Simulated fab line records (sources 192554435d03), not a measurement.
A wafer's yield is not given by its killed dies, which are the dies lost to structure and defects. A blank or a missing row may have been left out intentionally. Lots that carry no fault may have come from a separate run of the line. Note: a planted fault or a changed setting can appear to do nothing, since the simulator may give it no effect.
Split-lot trial | flow n5Finfet | 21 wafers read from 7 lots, route of 1938 steps

== ABOUT THE SPLIT ==
At N5_BEOL_M11_PECVD_70 (deposits SiO2 from TEOS/O2, target thk 20 nm, time 22.7 s), the setting tempC was moved away from the recipe's 400 C on 10 of the 21 wafers read, by -4.3% to +3.8%. For the rest of the wafers, this setting stayed at what the recipe calls for.

The split's own step is where the reading is taken.

== THE READING ==
SiO2_of_BEOL_M11_PECVD_70.thkNm (the simulator's own value, which no gauge read), in nm, at N5_BEOL_M11_PECVD_70 (deposits SiO2 from TEOS/O2, target thk 20 nm, time 22.7 s). There is no usual value for it anywhere in the file. Average 19.8 nm, standard deviation 0.21 nm, over the 11 wafers here run with the recipe.

wafer  | tool, chamber at the split | tempC as run, C | against the recipe | SiO2_of_BEOL_M11_PECVD_70.thkNm, nm | against lot-mates on the recipe
L078.2 | pecvd-02, 2                | 400             | recipe             | 19.8                                | -
L078.4 | pecvd-02, 1                | 400             | recipe             | 20                                  | -
L078.6 | pecvd-02, 0                | 400             | recipe             | 19.6                                | -
L081.2 | pecvd-04, 1                | 400             | recipe             | 20.2                                | -
L081.3 | pecvd-04, 2                | 389.3           | -2.7%              | 21.8                                | +1.6
L081.4 | pecvd-04, 2                | 389.3           | -2.7%              | 22                                  | +1.8
L085.1 | pecvd-01, 1                | 400             | recipe             | 19.6                                | -
L085.2 | pecvd-01, 0                | 400             | recipe             | 20                                  | -
L085.3 | pecvd-01, 2                | 415             | +3.8%              | 17.6                                | -2.2
L083.2 | pecvd-02, 1                | 400             | recipe             | 19.6                                | -
L083.4 | pecvd-02, 2                | 394.8           | -1.3%              | 20.8                                | +1.2
L083.5 | pecvd-02, 1                | 394.8           | -1.3%              | 20.4                                | +0.8
L089.1 | pecvd-02, 0                | 407.1           | +1.8%              | 18.8                                | no lot-mate on the recipe
L089.3 | pecvd-02, 1                | 407.1           | +1.8%              | 19                                  | no lot-mate on the recipe
L089.5 | pecvd-02, 2                | 407.1           | +1.8%              | 19.2                                | no lot-mate on the recipe
L092.1 | pecvd-02, 0                | 400             | recipe             | 19.6                                | -
L092.3 | pecvd-02, 2                | 407.1           | +1.8%              | 19.2                                | -0.6
L092.6 | pecvd-02, 0                | 400             | recipe             | 20                                  | -
L095.3 | pecvd-01, 0                | 400             | recipe             | 19.8                                | -
L095.5 | pecvd-01, 0                | 400             | recipe             | 20                                  | -
L095.6 | pecvd-01, 1                | 382.6           | -4.3%              | 21.8                                | +1.9

THE FIT
A straight line over all 21 wafers: SiO2_of_BEOL_M11_PECVD_70.thkNm changes by -0.56 nm for each +1% of tempC; r = -0.96; the points scatter about the line by 0.29 nm.
The same after taking each lot's own level away (the mean of its wafers on the recipe; 18 wafers): -0.538 nm for each +1%; r = -0.97; scatter 0.25 nm.
That fit puts the effect of the largest move of tempC on the reading at 2.3 nm.
Across the lots, their own levels run from 19.60 to 20.20 nm, a range of 2.9 times the standard deviation given above.
The two slopes agree, so the slope changes little with the lot-to-lot level.
Check: with one of the wafers moved furthest among these (-4.3%) left out of the fit, the line predicts +2.67 nm for it against its lot-mates. It came out at +1.9 nm against them.

== THE OTHER SPLITS THESE WAFERS WENT THROUGH ==
Before the reading, these wafers also passed through other splits. Each is held against what the fit with the lots' levels taken away leaves over:
other split on the same wafers | wafers away from the commonest value | r with SiO2_of_BEOL_M11_PECVD_70.thkNm (lot level and that fit taken away)
N5_BEOL_M4_EXPOSE_25 doseMj    | 7                                    | +0.02
N5_BEOL_M5_COAT_05 spinRpm     | 9                                    | +0.26
N5_BEOL_M7_ILD_DEP_00 timeS    | 6                                    | +0.27
N5_BEOL_M8_ILD_DEP_00 timeS    | 9                                    | -0.28
N5_BEOL_M8_COAT_59 spinRpm     | 6                                    | -0.15
N5_BEOL_M8_ETCH_65 sourceW     | 8                                    | +0.09
N5_BEOL_M9_CMP_52 downForcePsi | 8                                    | +0.25
N5_BEOL_M10_PEB_26 pebTimeS    | 7                                    | +0.26

== FILE'S OWN FIT ==
SiO2_of_BEOL_M11_PECVD_70.thkNm changes by -0.521 nm for each +1% of tempC, r = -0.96.
